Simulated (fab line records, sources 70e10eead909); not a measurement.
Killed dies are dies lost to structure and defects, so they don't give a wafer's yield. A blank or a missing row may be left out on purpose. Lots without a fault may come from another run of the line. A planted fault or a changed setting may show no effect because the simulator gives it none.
Which tool did it? | flow nand_harc | 24 lots, 72 wafers sampled, at 3 steps of a route of 1302

WHAT THE GAUGES READ, wafer by wafer
NHARC_P_M2_OVL_MEAS_10: pitch 340 nm.
lot  | measured     | on         | overlay_x_nm (nm) | overlay_y_nm (nm)
L074 | day 6 08:35  | overlay-01 | 0.6 0.4 0.8       | -0.2 0.2 -0.4
L075 | day 6 21:03  | overlay-01 | -0.3 -0.2 0.0     | -0.9 -0.3 -0.2
L076 | day 7 09:58  | overlay-01 | -1.1 -1.2 -1.2    | 0.8 0.8 1.1
L077 | day 7 20:12  | overlay-01 | 0.7 0.3 0.4       | 0.9 0.8 0.8
L078 | day 7 23:17  | overlay-01 | -0.4 -0.7 -0.8    | -1.8 -1.6 -1.2
L079 | day 8 08:26  | overlay-02 | -1.8 -1.4 -1.3    | 0.0 0.5 0.4
L080 | day 9 00:27  | overlay-01 | 0.4 0.2 0.5       | 0.8 0.5 0.6
L081 | day 9 16:37  | overlay-01 | 0.1 -0.1 0.0      | -0.4 -1.0 -1.0
L082 | day 9 17:07  | overlay-01 | -0.4 0.2 -0.1     | 0.2 -0.6 -1.1
L084 | day 10 11:50 | overlay-01 | -0.6 -1.0 -0.7    | -0.5 -0.8 -0.2
L083 | day 10 12:27 | overlay-01 | 0.4 1.1 1.0       | 0.0 -0.1 0.1
L085 | day 10 22:47 | overlay-01 | 0.6 0.8 -0.4      | 1.4 1.2 1.2
L086 | day 11 09:13 | overlay-02 | -1.3 -0.9 -1.2    | -0.9 -1.5 -1.4
L088 | day 12 06:50 | overlay-01 | 0.1 0.1 0.1       | 1.8 2.5 2.0
L087 | day 12 08:04 | overlay-01 | -1.1 -1.2 -1.6    | 0.9 0.1 0.6
L089 | day 12 14:16 | overlay-01 | 1.4 1.4 1.2       | -0.3 0.1 0.3
L090 | day 13 05:12 | overlay-01 | 0.5 0.3 0.3       | -1.3 -0.8 -0.8
L091 | day 13 12:47 | overlay-02 | 0.7 0.8 1.1       | 0.4 0.6 1.2
L092 | day 13 20:02 | overlay-01 | 0.5 0.8 0.2       | 0.0 0.4 0.3
L093 | day 14 05:13 | overlay-01 | 1.2 0.9 0.3       | 1.0 0.8 1.4
L094 | day 14 17:31 | overlay-01 | 0.5 0.1 0.5       | 0.4 -0.1 -0.3
L095 | day 15 08:22 | overlay-02 | 0.2 0.8 0.2       | -0.6 -0.7 -0.8
L096 | day 15 14:45 | overlay-01 | 0.4 0.4 -0.4      | 1.1 1.4 0.9
L097 | day 16 01:59 | overlay-02 | -1.1 -0.8 -0.9    | 0.6 0.3 0.7

NHARC_P_M2_INSPECT_27.
lot  | measured     | on                | raw_defect_count
L074 | day 6 11:14  | defect_inspect-02 | 267 372 480
L075 | day 6 23:47  | defect_inspect-02 | 194 272 390
L076 | day 7 12:38  | defect_inspect-01 | 495 474 266
L077 | day 8 01:13  | defect_inspect-02 | 428 537 541
L078 | day 8 01:56  | defect_inspect-02 | 432 828 659
L079 | day 8 11:10  | defect_inspect-01 | 266 233 292
L080 | day 9 03:16  | defect_inspect-02 | 262 375 214
L081 | day 9 19:19  | defect_inspect-01 | 529 403 457
L082 | day 9 19:56  | defect_inspect-01 | 214 451 301
L084 | day 10 14:44 | defect_inspect-02 | 330 240 323
L083 | day 10 15:07 | defect_inspect-01 | 369 284 515
L085 | day 11 01:30 | defect_inspect-02 | 338 408 306
L086 | day 11 11:56 | defect_inspect-01 | 582 293 597
L088 | day 12 09:35 | defect_inspect-01 | 412 344 413
L087 | day 12 10:49 | defect_inspect-02 | 199 211 303
L089 | day 12 16:58 | defect_inspect-01 | 332 452 441
L090 | day 13 07:52 | defect_inspect-01 | 408 336 368
L091 | day 13 15:28 | defect_inspect-02 | 236 386 185
L092 | day 13 22:43 | defect_inspect-01 | 139 238 216
L093 | day 14 07:59 | defect_inspect-02 | 387 634 329
L094 | day 14 20:13 | defect_inspect-02 | 371 385 225
L095 | day 15 11:02 | defect_inspect-02 | 233 454 315
L096 | day 15 17:26 | defect_inspect-02 | 657 651 479
L097 | day 16 04:40 | defect_inspect-02 | 383 243 359

WHICH TOOL RAN EACH LOT (tool, then ch and the chambers of the sampled wafers, then the start)
lot  | NHARC_P_M2_DEGAS_29
L074 | pvd_sputter-03, day 6 09:41
L075 | pvd_sputter-03, day 6 22:14
L076 | pvd_sputter-02, day 7 11:06
L077 | pvd_sputter-03, day 7 21:19
L078 | pvd_sputter-03, day 8 00:25
L079 | pvd_sputter-01, day 8 09:37
L080 | pvd_sputter-02, day 9 01:35
L081 | pvd_sputter-02, day 9 17:44
L082 | pvd_sputter-01, day 9 18:23
L084 | pvd_sputter-03, day 10 12:59
L083 | pvd_sputter-02, day 10 13:34
L085 | pvd_sputter-02, day 10 23:57
L086 | pvd_sputter-03, day 11 10:23
L088 | pvd_sputter-03, day 12 08:01
L087 | pvd_sputter-01, day 12 09:15
L089 | pvd_sputter-01, day 12 15:25
L090 | pvd_sputter-01, day 13 06:20
L091 | pvd_sputter-03, day 13 13:54
L092 | pvd_sputter-02, day 13 21:10
L093 | pvd_sputter-01, day 14 06:20
L094 | pvd_sputter-03, day 14 18:41
L095 | pvd_sputter-03, day 15 09:29
L096 | pvd_sputter-01, day 15 15:53
L097 | pvd_sputter-01, day 16 03:06
- NHARC_P_M2_DEGAS_29: time 60 s.

WHAT THE TOOLS THEMSELVES READ (means of the sampled wafers that have a number; where no wafer has one, the mark that the record gives instead)
NHARC_P_M2_DEGAS_29.
lot  | tool           | heater_power_w (W)
L074 | pvd_sputter-03 | 358
L075 | pvd_sputter-03 | 336
L076 | pvd_sputter-02 | 357
L077 | pvd_sputter-03 | 351
L078 | pvd_sputter-03 | 372
L079 | pvd_sputter-01 | 318
L080 | pvd_sputter-02 | 340
L081 | pvd_sputter-02 | 351
L082 | pvd_sputter-01 | 320
L084 | pvd_sputter-03 | 334
L083 | pvd_sputter-02 | 341
L085 | pvd_sputter-02 | 357
L086 | pvd_sputter-03 | 335
L088 | pvd_sputter-03 | 324
L087 | pvd_sputter-01 | 302
L089 | pvd_sputter-01 | 318
L090 | pvd_sputter-01 | 321
L091 | pvd_sputter-03 | 345
L092 | pvd_sputter-02 | 367
L093 | pvd_sputter-01 | 337
L094 | pvd_sputter-03 | 333
L095 | pvd_sputter-03 | 336
L096 | pvd_sputter-01 | 314
L097 | pvd_sputter-01 | 297

THE ANSWER, worked out from the rows above alone
Rule: what is usual is taken from the lots themselves. Put in order of their means at a reading, lots are off if they are a third of the lots or fewer, leave a main group of 4 or more, and stand apart from it by a gap of 3 or more times the standard deviation of the main group's means; of several such gaps the widest counts. A main group whose means are all the same, to the digits that the tables above print for the reading, isn't used. A lot without any number at a reading at which 4 lots or more have one is off too. The other lots that the step has rows for count as sound. The gauges are gone through in route order, then the tools' own readings, and for those a lot's mean is taken as printed above. The first step at which some lot is off is used, and at that step the reading that is off furthest; a lot without a number counts as furthest.
No lot is off at any reading shown: from this, nothing can be told.

WHAT THE SIMULATOR HAD PUT IN
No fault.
